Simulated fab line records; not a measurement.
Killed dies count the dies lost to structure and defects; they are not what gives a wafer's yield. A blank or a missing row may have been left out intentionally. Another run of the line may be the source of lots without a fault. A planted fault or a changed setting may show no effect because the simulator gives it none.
The tool behind it: which one?    flow n5_finfet    24 lots, 72 wafers sampled, at 6 steps of a route of 1938

WHAT THE GAUGES READ, wafer by wafer
N5_MOL_CONTACT_COAG_OVL_MEAS_85.
lot   measured      on          VG_OVL (nm)
L074  day 5 06:32   overlay-02  -1.0 -1.0 -0.7
L075  day 5 12:10   overlay-01  -0.6 -0.4 -0.8
L076  day 5 18:13   overlay-01  -0.2 -0.9 -0.1
L077  day 5 22:11   overlay-02  -1.0 -0.1 -0.2
L078  day 6 03:13   overlay-01  0.7 -0.8 0.4
L079  day 6 09:54   overlay-01  -1.1 -0.6 -0.5
L080  day 6 13:21   overlay-02  -0.5 0.1 -0.2
L081  day 7 04:46   overlay-01  0.0 -0.2 -0.7
L082  day 7 04:53   overlay-01  0.4 0.1 0.8
L083  day 7 12:11   overlay-02  -0.4 -1.1 0.0
L084  day 7 16:07   overlay-02  -1.5 -1.1 -1.4
L085  day 8 05:09   overlay-01  -0.6 -0.4 0.1
L086  day 8 04:52   overlay-02  -0.8 -1.4 -1.2
L087  day 8 13:29   overlay-02  -0.8 -0.2 -0.1
L088  day 8 14:37   overlay-02  -0.9 -0.4 -0.6
L089  day 8 22:27   overlay-02  -0.6 0.8 -0.4
L090  day 9 01:14   overlay-01  0.6 0.9 1.7
L091  day 9 06:43   overlay-01  -0.7 0.4 -0.2
L092  day 9 12:17   overlay-01  -0.2 1.2 0.4
L093  day 9 20:16   overlay-02  0.5 0.1 0.1
L094  day 10 02:07  overlay-02  -1.0 0.5 -0.5
L095  day 10 06:26  overlay-01  -2.3 -0.7 -0.7
L096  day 10 10:14  overlay-02  0.6 -0.4 -0.7
L097  day 10 17:28  overlay-01  -1.2 -0.8 -1.0

TOOL THAT RAN EACH LOT (tool first, then ch and the chambers of the sampled wafers, then the start)
lot   N5_GATE_CUT_ETCHBACK_30           N5_GATE_CUT_SAC_CAP_01             N5_GATE_CUT_STRIP_41               N5_MOL_CONTACT_COAG_PRE_CLEAN_141  N5_MOL_CONTACT_COAG_PRE_CLEAN_142
L074  rie_metal-02 ch 0,1, day 4 09:27  ald_sin-03 ch 0,1,2, day 4 09:51   rie_diel-03 ch 0,1,3, day 4 13:15  pvd_sputter-03, day 4 21:32        pvd_sputter-02, day 5 00:40
L075  rie_metal-03 ch 0, day 4 15:20    ald_sin-03 ch 0,1,3, day 4 18:20   rie_diel-06 ch 0,2,3, day 4 21:47  pvd_sputter-03, day 5 06:19        pvd_sputter-01, day 5 08:04
L076  rie_metal-03 ch 0, day 4 19:09    ald_sin-02 ch 1,2, day 4 23:25     rie_diel-06 ch 2,3, day 5 02:41    pvd_sputter-03, day 5 11:50        pvd_sputter-03, day 5 14:08
L077  rie_metal-01 ch 0,1, day 5 02:05  ald_sin-01 ch 0,1,3, day 5 03:44   rie_diel-06 ch 0,2, day 5 07:17    pvd_sputter-01, day 5 14:48        pvd_sputter-03, day 5 17:05
L078  rie_metal-03 ch 0,1, day 5 09:23  ald_sin-01 ch 1,2,3, day 5 09:50   rie_diel-03 ch 0,1, day 5 13:15    pvd_sputter-01, day 5 21:11        pvd_sputter-02, day 5 23:22
L079  rie_metal-02 ch 0,1, day 5 15:54  ald_sin-02 ch 1,2,3, day 5 16:28   rie_diel-01 ch 0,1,2, day 5 19:53  pvd_sputter-03, day 6 02:35        pvd_sputter-02, day 6 05:48
L080  rie_metal-01 ch 0,1, day 5 19:22  ald_sin-01 ch 1,3, day 5 19:46     rie_diel-06 ch 1,2,3, day 5 23:11  pvd_sputter-02, day 6 05:58        pvd_sputter-02, day 6 08:58
L081  rie_metal-02 ch 0,1, day 6 06:34  ald_sin-03 ch 2,3, day 6 06:59     rie_diel-03 ch 1,3, day 6 10:30    pvd_sputter-03, day 6 19:28        pvd_sputter-02, day 6 22:35
L082  rie_metal-03 ch 0,1, day 6 10:05  ald_sin-03 ch 0,1,3, day 6 10:30   rie_diel-01 ch 0,1,3, day 6 14:00  pvd_sputter-02, day 6 19:55        pvd_sputter-02, day 6 22:50
L083  rie_metal-03 ch 0,1, day 6 18:37  ald_sin-03 ch 0,3, day 6 19:01     rie_diel-01 ch 1,2, day 6 22:19    pvd_sputter-01, day 7 04:20        pvd_sputter-03, day 7 08:22
L084  rie_metal-01 ch 0,1, day 6 21:25  ald_sin-03 ch 0,1,3, day 6 21:49   rie_diel-06 ch 0,3, day 7 02:22    pvd_sputter-02, day 7 09:11        pvd_sputter-01, day 7 11:46
L085  rie_metal-03 ch 0,1, day 7 08:56  ald_sin-01 ch 0,1,2, day 7 09:32   rie_diel-03 ch 1,3, day 7 13:03    pvd_sputter-02, day 7 22:20        pvd_sputter-01, day 8 00:48
L086  rie_metal-02 ch 0,1, day 7 12:28  ald_sin-02 ch 0,1,2, day 7 12:52   rie_diel-01 ch 1,2,3, day 7 16:14  pvd_sputter-02, day 7 21:59        pvd_sputter-01, day 8 00:32
L087  rie_metal-01 ch 0,1, day 7 19:05  ald_sin-01 ch 0,1, day 7 19:29     rie_diel-01 ch 0,1,2, day 7 22:54  pvd_sputter-01, day 8 06:04        pvd_sputter-01, day 8 09:01
L088  rie_metal-03 ch 0,1, day 7 19:50  ald_sin-02 ch 0,2, day 7 20:14     rie_diel-01 ch 2,3, day 7 23:40    pvd_sputter-02, day 8 06:25        pvd_sputter-03, day 8 09:32
L089  rie_metal-02 ch 0,1, day 8 01:51  ald_sin-03 ch 0,1,3, day 8 03:26   rie_diel-01 ch 2,3, day 8 07:03    pvd_sputter-03, day 8 13:32        pvd_sputter-01, day 8 16:05
L090  rie_metal-03 ch 0,1, day 8 05:58  ald_sin-02 ch 0,2,3, day 8 06:22   rie_diel-06 ch 2,3, day 8 09:46    pvd_sputter-01, day 8 16:22        pvd_sputter-02, day 8 19:49
L091  rie_metal-02 ch 0,1, day 8 14:34  ald_sin-02 ch 0,1,2, day 8 15:01   rie_diel-01 ch 0,1,3, day 8 18:25  pvd_sputter-01, day 9 00:13        pvd_sputter-01, day 9 02:52
L092  rie_metal-01 ch 0,1, day 8 17:53  ald_sin-01 ch 1,2,3, day 8 18:19   rie_diel-03 ch 0,1,3, day 8 21:37  pvd_sputter-03, day 9 03:31        pvd_sputter-02, day 9 08:05
L093  rie_metal-01 ch 0,1, day 9 00:19  ald_sin-02 ch 0,3, day 9 01:23     rie_diel-01 ch 0,3, day 9 04:49    pvd_sputter-01, day 9 11:55        pvd_sputter-02, day 9 16:16
L094  rie_metal-02 ch 0,1, day 9 08:31  ald_sin-03 ch 1,2,3, day 9 08:55   rie_diel-01 ch 1,2,3, day 9 12:20  pvd_sputter-02, day 9 18:06        pvd_sputter-01, day 9 21:50
L095  rie_metal-02 ch 0,1, day 9 13:07  ald_sin-03 ch 0,2,3, day 9 13:30   rie_diel-03 ch 0,1,3, day 9 17:06  pvd_sputter-02, day 10 00:07       pvd_sputter-02, day 10 02:34
L096  rie_metal-03 ch 0,1, day 9 17:17  ald_sin-03 ch 0,1,3, day 9 17:41   rie_diel-03 ch 1,2,3, day 9 21:08  pvd_sputter-02, day 10 03:26       pvd_sputter-03, day 10 06:12
L097  rie_metal-01 ch 1, day 10 00:53   ald_sin-02 ch 0,1,2, day 10 01:20  rie_diel-03 ch 0,2, day 10 04:47   pvd_sputter-03, day 10 10:37       pvd_sputter-01, day 10 13:06
- N5_GATE_CUT_ETCHBACK_30: etches TiN in Cl2/Ar, target depth 3 nm.
- N5_GATE_CUT_SAC_CAP_01: material SiNx, target thk 24 nm, pulse time 1 s, ald cycles 480.
- N5_GATE_CUT_STRIP_41: strips in CF4.
- N5_MOL_CONTACT_COAG_PRE_CLEAN_141: time 60 s.
- N5_MOL_CONTACT_COAG_PRE_CLEAN_142: time 60 s.

WHAT THE TOOLS THEMSELVES READ (means of the sampled wafers that have a number; where no wafer has one, the mark that the record gives instead)
N5_GATE_CUT_ETCHBACK_30.
lot   tool          drypump_motor_current_A (A)  oes_product_au (a.u.)  throttle_valve_pct (%)
L074  rie_metal-02  5.3                          0.75                   20.89
L075  rie_metal-03  6.2                          0.86                   20.76
L076  rie_metal-03  6.3                          0.86                   20.75
L077  rie_metal-01  5.8                          0.69                   21.00
L078  rie_metal-03  5.9                          0.89                   20.76
L079  rie_metal-02  5.3                          0.74                   20.90
L080  rie_metal-01  5.6                          0.66                   21.18
L081  rie_metal-02  5.3                          0.73                   20.89
L082  rie_metal-03  6.0                          0.87                   20.76
L083  rie_metal-03  6.0                          0.86                   20.76
L084  rie_metal-01  5.7                          0.66                   21.19
L085  rie_metal-03  6.0                          0.86                   20.78
L086  rie_metal-02  5.3                          0.73                   20.90
L087  rie_metal-01  5.8                          0.68                   21.01
L088  rie_metal-03  5.6                          0.88                   20.78
L089  rie_metal-02  5.3                          0.72                   20.92
L090  rie_metal-03  5.6                          0.88                   20.77
L091  rie_metal-02  5.3                          0.72                   20.91
L092  rie_metal-01  5.7                          0.65                   21.20
L093  rie_metal-01  5.8                          0.68                   21.03
L094  rie_metal-02  5.3                          0.72                   20.92
L095  rie_metal-02  5.3                          0.72                   20.91
L096  rie_metal-03  5.6                          0.85                   20.78
L097  rie_metal-01  5.5                          0.63                   21.39

N5_GATE_CUT_SAC_CAP_01.
lot   tool        heater_power_w (W)  precursor_pulse_height_rel
L074  ald_sin-03  790                 0.978
L075  ald_sin-03  823                 1.008
L076  ald_sin-02  911                 0.996
L077  ald_sin-01  823                 1.002
L078  ald_sin-01  816                 1.001
L079  ald_sin-02  928                 1.004
L080  ald_sin-01  832                 0.983
L081  ald_sin-03  994                 1.005
L082  ald_sin-03  823                 0.995
L083  ald_sin-03  837                 0.996
L084  ald_sin-03  816                 1.001
L085  ald_sin-01  830                 0.992
L086  ald_sin-02  854                 1.001
L087  ald_sin-01  867                 0.988
L088  ald_sin-02  892                 0.999
L089  ald_sin-03  834                 1.011
L090  ald_sin-02  901                 1.004
L091  ald_sin-02  878                 1.005
L092  ald_sin-01  823                 1.025
L093  ald_sin-02  902                 0.990
L094  ald_sin-03  897                 1.005
L095  ald_sin-03  920                 1.011
L096  ald_sin-03  836                 1.003
L097  ald_sin-02  864                 1.022

N5_GATE_CUT_STRIP_41.
lot   tool         bias_power_w (W)  drypump_motor_current_A (A)  oes_product_au (a.u.)  rf_vpp_V (V)  showerhead_plenum_p_Torr (Torr)  throttle_valve_pct (%)
L074  rie_diel-03  75.06             5.48                         0.175                  270.7         1.74                             13.54
L075  rie_diel-06  74.97             5.48                         0.189                  271.6         1.81                             13.35
L076  rie_diel-06  75.16             5.35                         0.180                  270.5         1.77                             13.49
L077  rie_diel-06  74.90             5.64                         0.199                  272.9         1.85                             13.21
L078  rie_diel-03  74.89             5.46                         0.178                  269.7         1.74                             13.44
L079  rie_diel-01  74.93             5.44                         0.177                  271.8         1.82                             13.69
L080  rie_diel-06  75.20             5.65                         0.190                  270.5         1.81                             13.36
L081  rie_diel-03  75.32             5.37                         0.176                  269.9         1.71                             13.51
L082  rie_diel-01  75.05             5.43                         0.184                  271.4         1.80                             13.54
L083  rie_diel-01  75.09             5.62                         0.165                  271.9         1.83                             13.72
L084  rie_diel-06  75.30             5.18                         0.181                  269.4         1.75                             13.50
L085  rie_diel-03  75.14             5.54                         0.172                  270.8         1.74                             13.71
L086  rie_diel-01  74.68             5.63                         0.171                  271.1         1.79                             13.60
L087  rie_diel-01  75.12             5.45                         0.173                  271.7         1.82                             13.72
L088  rie_diel-01  75.01             5.66                         0.173                  270.1         1.75                             13.47
L089  rie_diel-01  74.87             5.68                         0.171                  270.5         1.77                             13.63
L090  rie_diel-06  74.94             5.66                         0.178                  271.8         1.82                             13.42
L091  rie_diel-01  75.15             5.44                         0.178                  270.5         1.80                             13.58
L092  rie_diel-03  74.98             5.49                         0.166                  269.8         1.74                             13.61
L093  rie_diel-01  75.11             5.46                         0.181                  270.9         1.77                             13.46
L094  rie_diel-01  75.14             5.64                         0.168                  270.9         1.78                             13.62
L095  rie_diel-03  74.98             5.48                         0.173                  269.5         1.74                             13.62
L096  rie_diel-03  75.10             5.40                         0.171                  269.3         1.74                             13.78
L097  rie_diel-03  75.18             5.50                         0.166                  270.2         1.78                             13.72

N5_MOL_CONTACT_COAG_PRE_CLEAN_141.
lot   tool            heater_power_w (W)
L074  pvd_sputter-03  431
L075  pvd_sputter-03  480
L076  pvd_sputter-03  452
L077  pvd_sputter-01  450
L078  pvd_sputter-01  465
L079  pvd_sputter-03  414
L080  pvd_sputter-02  507
L081  pvd_sputter-03  419
L082  pvd_sputter-02  472
L083  pvd_sputter-01  430
L084  pvd_sputter-02  481
L085  pvd_sputter-02  476
L086  pvd_sputter-02  443
L087  pvd_sputter-01  447
L088  pvd_sputter-02  424
L089  pvd_sputter-03  423
L090  pvd_sputter-01  422
L091  pvd_sputter-01  456
L092  pvd_sputter-03  466
L093  pvd_sputter-01  419
L094  pvd_sputter-02  452
L095  pvd_sputter-02  502
L096  pvd_sputter-02  455
L097  pvd_sputter-03  449

N5_MOL_CONTACT_COAG_PRE_CLEAN_142.
lot   tool            heater_power_w (W)
L074  pvd_sputter-02  470
L075  pvd_sputter-01  453
L076  pvd_sputter-03  444
L077  pvd_sputter-03  452
L078  pvd_sputter-02  465
L079  pvd_sputter-02  466
L080  pvd_sputter-02  439
L081  pvd_sputter-02  499
L082  pvd_sputter-02  541
L083  pvd_sputter-03  467
L084  pvd_sputter-01  417
L085  pvd_sputter-01  445
L086  pvd_sputter-01  429
L087  pvd_sputter-01  438
L088  pvd_sputter-03  443
L089  pvd_sputter-01  462
L090  pvd_sputter-02  428
L091  pvd_sputter-01  472
L092  pvd_sputter-02  523
L093  pvd_sputter-02  427
L094  pvd_sputter-01  436
L095  pvd_sputter-02  451
L096  pvd_sputter-03  455
L097  pvd_sputter-01  446

THE ANSWER, worked out from the rows above alone
Rule: what is usual is taken from the lots themselves. Put in order of their means at a reading, lots are off if they are a third of the lots or fewer, leave a main group of 4 or more, and stand apart from it by a gap of 3 or more times the standard deviation of the main group's means; of several such gaps the widest counts. A main group is skipped when, at the precision printed for the reading in the tables above, its means are all equal. A lot without any number at a reading at which 4 lots or more have one is off too. Any other lot the step has rows for is counted as sound. Order of review: gauges by route order, followed by the tools' own readings, for which a lot's mean as printed above is used. The first step at which some lot is off is used, and at that step the reading that is off furthest; a lot without a number counts as furthest.
No lot is off on any of the readings shown, so nothing can be concluded from this.

WHAT THE SIMULATOR HAD INSERTED
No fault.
